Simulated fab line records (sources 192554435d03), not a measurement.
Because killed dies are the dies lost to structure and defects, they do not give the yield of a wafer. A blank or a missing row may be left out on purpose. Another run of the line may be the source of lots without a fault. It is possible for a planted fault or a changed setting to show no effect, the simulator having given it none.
Chamber matching    flow n5_finfet    rie_diel-02 running N5_BEOL_M10_DESCUM_16: 4 sister chambers
The step chemistry O2, time 7.9 s. 20 wafers are shown with their chamber, then 10 later ones without.

== EACH WAFER AND ITS CHAMBER ==
wafer   chamber  showerhead_plenum_p_Torr (Torr)  drypump_motor_current_A (A)  throttle_valve_pct (%)
L077.1  1        2.15                             6.0                          20.55
L077.2  2        2.24                             5.3                          20.11
L077.3  0        2.03                             5.7                          20.12
L076.1  2        2.24                             5.3                          20.12
L076.3  3        2.09                             5.8                          20.17
L076.5  0        2.03                             5.6                          20.12
L079.3  3        2.09                             5.8                          20.18
L079.5  2        2.24                             5.4                          20.11
L079.6  3        2.09                             5.8                          20.16
L080.3  1        2.15                             6.0                          20.58
L080.4  3        2.09                             5.8                          20.15
L080.6  2        2.24                             5.3                          20.12
L081.3  3        2.09                             5.8                          20.16
L081.4  1        2.15                             6.0                          20.58
L081.5  2        2.24                             5.3                          20.13
L089.1  3        2.08                             5.8                          20.20
L089.4  0        2.02                             5.7                          20.18
L089.6  3        2.08                             5.8                          20.20
L088.2  2        2.23                             5.3                          20.17
L088.5  2        2.23                             5.3                          20.17

SIGNATURES (averages over the wafers above)
reading                   chamber 0  chamber 1  chamber 2  chamber 3  scatter within a chamber
showerhead_plenum_p_Torr  2.0267     2.1500     2.2371     2.0871     0.00469
drypump_motor_current_A   5.667      6.000      5.314      5.800      0.0309
throttle_valve_pct        20.1400    20.5700    20.1329    20.1743    0.0244
Rule: for a wafer and a chamber, the distance is found by dividing, reading by reading, the gap between the wafer's reading and the chamber's mean by the reading's scatter, squaring, summing and taking the root. The wafer belongs to the nearest chamber; if the next one is less than 2 further off, it can't be placed. The scatter is the square root of a quotient: the sum, over the shown wafers, of each reading's squared deviation from its chamber's mean, divided by wafers minus chambers.

== WAFERS MISSING THEIR CHAMBER ==
wafer   showerhead_plenum_p_Torr (Torr)  drypump_motor_current_A (A)  throttle_valve_pct (%)
L088.6  2.14                             6.0                          20.31
L090.2  2.23                             5.3                          20.16
L090.4  2.14                             6.0                          20.31
L090.5  2.14                             6.0                          20.31
L094.1  2.08                             5.8                          20.21
L094.4  2.02                             5.7                          20.17
L094.5  2.08                             5.8                          20.20
L092.4  2.02                             5.7                          20.18
L092.5  2.14                             6.0                          20.33
L092.6  2.23                             5.4                          20.18

== EACH ONE'S CHAMBER ==
wafer   from the rows above  in truth
L088.6  1                    1
L090.2  2                    2
L090.4  1                    1
L090.5  1                    1
L094.1  3                    3
L094.4  0                    0
L094.5  3                    3
L092.4  0                    0
L092.5  1                    1
L092.6  2                    2
Correct placement for 10 of the 10. From these rows, 0 cannot be placed. 0 placed wrongly.
